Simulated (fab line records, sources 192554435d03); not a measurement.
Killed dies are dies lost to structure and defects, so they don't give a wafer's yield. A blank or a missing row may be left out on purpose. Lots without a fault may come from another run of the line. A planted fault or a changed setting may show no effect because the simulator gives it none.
Split-lot experiment | flow n5_finfet | 7 lots, 21 wafers read, on a route of 1938 steps

THE SPLIT
At N5_SD_EPI_N_EXPOSE_06 (exposes mask SD N BLK, target cd 120 nm), the setting dose_mj was moved away from the recipe's 39.75 on 8 of the 21 wafers read, by -5.9% to +6.9%. The other wafers ran this setting at the recipe's value.

FROM THE SPLIT TO THE READING: what the file shows between them, 1 step
- N5_SD_EPI_N_DEVELOP_08: develop time 30 s (also split here: develop_time_s)

THE READING
cd_nm, in nm, at N5_SD_EPI_N_CD_MEAS_09 (target cd 120 nm). Fault-free wafers of this fab line usually give 120.0 nm, standard deviation 0.66 nm.

wafer  | tool, chamber at the split | dose_mj as run | against the recipe | cd_nm, nm | against lot-mates on the recipe
L074.1 | arfi_scanner-01, 0         | 39.75          | recipe             | 119.9     | -
L074.2 | arfi_scanner-01, 0         | 39.75          | recipe             | 120.4     | -
L074.3 | arfi_scanner-01, 0         | 39.75          | recipe             | 119.3     | -
L076.1 | arfi_scanner-03, 0         | 39.75          | recipe             | 121.4     | -
L076.2 | arfi_scanner-03, 0         | 39.75          | recipe             | 120.3     | -
L076.6 | arfi_scanner-03, 0         | 37.67          | -5.2%              | 115.5     | -5.3
L083.3 | arfi_scanner-01, 0         | 39.75          | recipe             | 121.7     | -
L083.4 | arfi_scanner-01, 0         | 39.75          | recipe             | 122.0     | -
L083.5 | arfi_scanner-01, 0         | 39.75          | recipe             | 120.9     | -
L089.1 | arfi_scanner-03, 0         | 39.75          | recipe             | 119.6     | -
L089.4 | arfi_scanner-03, 0         | 39.75          | recipe             | 120.3     | -
L089.5 | arfi_scanner-03, 0         | 39.75          | recipe             | 119.4     | -
L092.1 | arfi_scanner-01, 0         | 42.48          | +6.9%              | 125.3     | +4.6
L092.4 | arfi_scanner-01, 0         | 39.75          | recipe             | 120.7     | -
L092.6 | arfi_scanner-01, 0         | 42.48          | +6.9%              | 124.5     | +3.8
L095.1 | arfi_scanner-01, 0         | 37.4           | -5.9%              | 116.8     | no lot-mate on the recipe
L095.3 | arfi_scanner-01, 0         | 37.4           | -5.9%              | 115.5     | no lot-mate on the recipe
L095.4 | arfi_scanner-01, 0         | 37.4           | -5.9%              | 115.4     | no lot-mate on the recipe
L096.2 | arfi_scanner-03, 0         | 39.75          | recipe             | 120.3     | -
L096.4 | arfi_scanner-03, 0         | 37.76          | -5.0%              | 117.2     | -3.1
L096.5 | arfi_scanner-03, 0         | 37.76          | -5.0%              | 116.0     | -4.3

THE FIT
A straight line over all 21 wafers: cd_nm changes by +0.736 nm for each +1% of dose_mj; r = +0.96; the points scatter about the line by 0.82 nm.
The same after taking each lot's own level away (the mean of its wafers on the recipe; 18 wafers): +0.713 nm for each +1%; r = +0.97; scatter 0.63 nm.
On that fit, the largest move of dose_mj shifts the reading by 4.9 nm.
The lots' own levels span 119.77 to 121.53 nm, that is 2.7 times the standard deviation above.
So the lot-to-lot level changes the slope little: the two slopes agree.
Check: with one of the wafers moved furthest among these (+6.9%) left out of the fit, the line predicts +4.77 nm for it against its lot-mates. It came out at +4.6 nm against them.

OTHER SPLITS ON THESE WAFERS
These wafers also went through other splits before the reading. Each is held against what the fit with the lots' levels taken away leaves over:
other split on the same wafers        | wafers away from the commonest value | r with cd_nm (lot level and that fit taken away)
N5_WELL_APT_COAT_02 spin_rpm          | 7                                    | -0.41
N5_FIN_SAQP_PECVD_06 time_s           | 7                                    | +0.09
N5_FIN_SAQP_EXPOSE_13 dose_mj         | 3                                    | +0.16
N5_FIN_SAQP_ETCH_69 target_depth_a    | 7                                    | -0.33
N5_SD_EPI_N_DEVELOP_08 develop_time_s | 6                                    | -0.01

THE WHOLE CHAIN: every reading that the file lists as answering this split, in the file's order
step                   | what it does                                           | reading                                                         | change (the file's fit)               | r (the file's)
N5_SD_EPI_N_CD_MEAS_09 | target cd 120 nm                                       | cd_nm                                                           | +0.757 nm for each +1% of the setting | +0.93
N5_SD_EPI_N_DESCUM_14  | chemistry O2, time 7.9 s                               | SD_EPI_N.cd_nm (the simulator's own value, which no gauge read) | +0.72 nm for each +1% of the setting  | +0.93
N5_SD_EPI_N_ETCH_34    | etches SiARC in CF4, target depth 45.5 nm, time 75.8 s | SD_EPI_N.cd_nm (the simulator's own value, which no gauge read) | +0.703 nm for each +1% of the setting | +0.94
N5_SD_EPI_N_ETCH_35    | etches SOC in N2/H2, overetch 108 nm, time 486 s       | SD_EPI_N.cd_nm (the simulator's own value, which no gauge read) | +0.785 nm for each +1% of the setting | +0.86

THE FILE'S OWN FIT
cd_nm changes by +0.757 nm for each +1% of dose_mj, r = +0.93.
